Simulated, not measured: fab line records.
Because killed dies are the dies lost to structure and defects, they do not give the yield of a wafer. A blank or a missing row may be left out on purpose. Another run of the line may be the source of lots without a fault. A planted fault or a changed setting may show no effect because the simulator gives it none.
Comparing a struck lot with a sound one / flow n5_finfet / 31 steps out of a route of 1938
Sound: wafers L293.2, L293.3, L293.5. Struck: wafer L302.4; the same lot's L302.6 was not struck, so it is left out; see the end for the cause.
Order at every step that has rows: each side's tool, ch and its chambers, its first start. Under that, the readings that differ: sound wafers / struck wafers / difference of the means / sigmas: that difference in standard deviations of wafers without a fault.
alike: a reading whose means differ by less than 2 such deviations, as well as words and numbers matching on both sides. not compared: withheld readings; readings where some wafer has no value; bounds like >300 that might hide an equal value; numbers whose values overlap and for which the record gives no deviation.
The two part at a step that has a row with sigmas, a row that says differs or no value, or rows on one side only. Non-overlapping numbers with no deviation appear without sigmas and do not part them. A reading missing from all wafers of one side parts the sides only when that side holds two or more wafers.

first, 1 step without rows for these wafers: N5_BEOL_M0_CUTY_STRIP_64 (strips in N2/H2).
N5_BEOL_M0_ETCH_138: etches SiCN in CH3F/O2, target depth 12 nm, time 31.6 s.
  sound on rie_diel-04 ch 1,3, day 6 17:14; struck on rie_diel-05 ch 2, day 9 02:47
reading=drypump_motor_current_A (A); sound=5.4 5.1 5.1; struck=6.3; difference=+1.1; sigmas=+3
  alike: etch_rf_on_time_s, oes_product_au, rf_vpp_V, showerhead_plenum_p_Torr, throttle_valve_pct
  not compared: rf_hours_counter_h
then, 2 steps without rows for these wafers: N5_BEOL_M0_HM_OPEN_105 (chemistry Cl2/BCl3, target TiN, target depth 12 nm); N5_BEOL_M0_STRIP_140 (strips in CF4).
N5_BEOL_M0_STRIP_104: strips in N2/H2.
  sound on rie_diel-05 ch 0,1,2, day 6 17:56; struck on rie_diel-05 ch 2, day 9 05:18
  alike: drypump_motor_current_A, h2_flow_sccm, oes_product_au, power_w, rf_vpp_V, showerhead_plenum_p_Torr, throttle_valve_pct
  not compared: rf_hours_counter_h
then, 4 steps without rows for these wafers: N5_BEOL_M0_WET_ETCH_106 (etches SiO2 in DHF, target depth 130 nm, rinse time 30 s); N5_BEOL_M0_ETCH_128 (etches SiCN in CF4/N2, target depth 12 nm, overetch 5.1 nm, time 21.4 s); N5_BEOL_M0_TRENCH_ETCH_107 (etches SiOC in C4F6/O2, target depth 32.8 nm, time 16.4 s); N5_BEOL_M0_STRIP_142 (strips in N2/H2, time 10 s).
N5_BEOL_M0_OCD_MEAS_108:
  struck on ocd-02, day 9 05:46; sound on ocd-02, day 6 18:13
  alike: trench_depth_nm
then, 2 steps without rows for these wafers: N5_BEOL_M0_HM_STRIP_129 (strips TiN in peroxide tin strip, target depth 17 nm, time 108 s); N5_BEOL_M0_SRD_130 (time 30 s).
N5_BEOL_M0_ETCH_109: etches SiCN in CH3F/O2, target depth 8 nm, overetch 2.4 nm, time 27.4 s.
  sound on rie_diel-05 ch 0,1, day 6 18:19; struck on rie_diel-05 ch 0, day 9 05:55
reading=model.SiOC_of_BEOL_M0_SAQP_ILD_DEP_01.thk_nm (nm); sound=42.8 42.2 42.8; struck=41; difference=-2; sigmas=
  alike: drypump_motor_current_A, oes_product_au, rf_vpp_V, showerhead_plenum_p_Torr, throttle_valve_pct
  not compared: rf_hours_counter_h
then, 2 steps without rows for these wafers: N5_BEOL_M0_STRIP_139 (strips in post etch residue remover, time 60 s); N5_BEOL_M0_SRD_111 (time 30 s).
N5_BEOL_M0_DEGAS_112: time 60 s.
  struck on pvd_sputter-03, day 9 06:07; sound on pvd_sputter-03, day 6 19:01
  alike: heater_power_w, susceptor_temp_C
then, 4 steps without rows for these wafers: N5_BEOL_M0_PRE_CLEAN_113 (time 30 s); N5_BEOL_M0_ALD_136 (deposits TaN, pulse time 2 s, purge time 3 s, co reactant purge time 2 s); N5_BEOL_M0_SURFACE_TREAT_137; N5_BEOL_M0_CVD_115 (deposits Co from CCTBA/H2, time 120 s).
N5_BEOL_M0_SPUTTER_116: material Cu, target thk 4 nm, time 7.37 s.
  struck on pvd_sputter-01, day 9 06:54; sound on pvd_sputter-02, day 6 19:57
  alike: susceptor_temp_C, throttle_valve_pct
N5_BEOL_M0_ANNEAL_117: time 60 s.
  struck on pvd_sputter-01, day 9 06:59; sound on pvd_sputter-02, day 6 20:02
  alike: heater_power_w, susceptor_temp_C
then, 7 steps without rows for these wafers: N5_BEOL_M0_SPUTTER_132 (material Cu, target thk 4 nm, time 7.37 s); N5_BEOL_M0_ANNEAL_133 (time 60 s); N5_BEOL_M0_SPUTTER_134 (material Cu, target thk 4 nm, time 7.37 s); N5_BEOL_M0_ANNEAL_135 (time 60 s); N5_BEOL_M0_SPUTTER_141 (material Cu, target thk 4 nm, time 7.37 s); N5_BEOL_M0_ECD_118 (material Cu, target thk 300 nm); N5_BEOL_M0_ANNEAL_119 (time 90 s).
N5_BEOL_M0_CMP_120: polishes, stops on SiOC, t overpolish 6.9 s.
  sound on cmp-01 ch 0,1,3, day 6 20:48; struck on cmp-01 ch 0, day 9 09:35
reading=model.SiOC_of_BEOL_M0_SAQP_ILD_DEP_01.thk_nm (nm); sound=39.6 39 39.6; struck=38; difference=-1; sigmas=
  alike: barrier_field_endpoint_s, clearing_platen_rpm, motor_current_A, overpolish_run_s, retaining_ring_pressure_frac, time_to_endpoint_s
N5_BEOL_M4_RC_MEAS_101:
  sound on prober-02 ch 0, day 8 14:42; struck on prober-02 ch 0, day 11 07:40
reading=VT_P (mV); sound=-247 -244 -247; struck=-253; difference=-7; sigmas=-2
  alike: DIBL_N, DIBL_P, IOFF_N, IOFF_P, ION_N, ION_P, SS_N, SS_P, VT_N

## WHERE THEY PART
Earliest at N5_BEOL_M0_ETCH_138; latest, in this record, at N5_BEOL_M4_RC_MEAS_101.

WHY: what had been put in by the simulator
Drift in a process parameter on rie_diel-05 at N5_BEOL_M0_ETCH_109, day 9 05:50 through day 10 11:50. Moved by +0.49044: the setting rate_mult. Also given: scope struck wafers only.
